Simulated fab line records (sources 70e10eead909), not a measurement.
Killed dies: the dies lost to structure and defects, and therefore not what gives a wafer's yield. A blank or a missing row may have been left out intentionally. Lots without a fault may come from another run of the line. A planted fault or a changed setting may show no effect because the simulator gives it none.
Matching of chambers -- flow nand harc -- 4 sister chambers for NHARC_P_GATE_ETCH_104 on rie diel-03
The step etches the open film in CF4/CHF3, target depth 60 nm. 4 wafers are shown with their chamber, then 7 later ones without.

WAFERS, EACH WITH ITS CHAMBER
wafer,chamber,drypump motor current A (A)
L086.5,1,5.7
L086.6,0,5.9
L092.4,3,5.7
L092.5,2,4.9

WAFERS MISSING THEIR CHAMBER
wafer,drypump motor current A (A)
L092.6,5.7
L095.4,5.7
L095.5,5.6
L095.6,4.9
L097.2,5.9
L097.3,4.9
L097.5,5.9

THE CHAMBER EACH PASSED THROUGH
wafer,from the rows above,in truth
L092.6,can't be placed: 1 or 3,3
L095.4,can't be placed: 1 or 3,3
L095.5,can't be placed: 1 or 3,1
L095.6,2,2
L097.2,0,0
L097.3,2,2
L097.5,0,0
Correctly placed: 4 of 7. Unplaceable from these rows: 3, with the true chamber sitting among the candidates in 3. Placed wrongly: 0.
How it was worked out, from the rows above alone: a wafer's distance from a chamber is the root of the sum, over the readings, of the square of ((its reading less the chamber's mean) divided by the reading's scatter). If the next closest chamber is less than 2 further off than the closest, the wafer can't be placed; otherwise it belongs to the closest. Each chamber's mean is taken over the wafers shown for it. The scatter: root of mean squared gap, hidden wafer to nearest shown wafer, with one shown wafer a chamber.
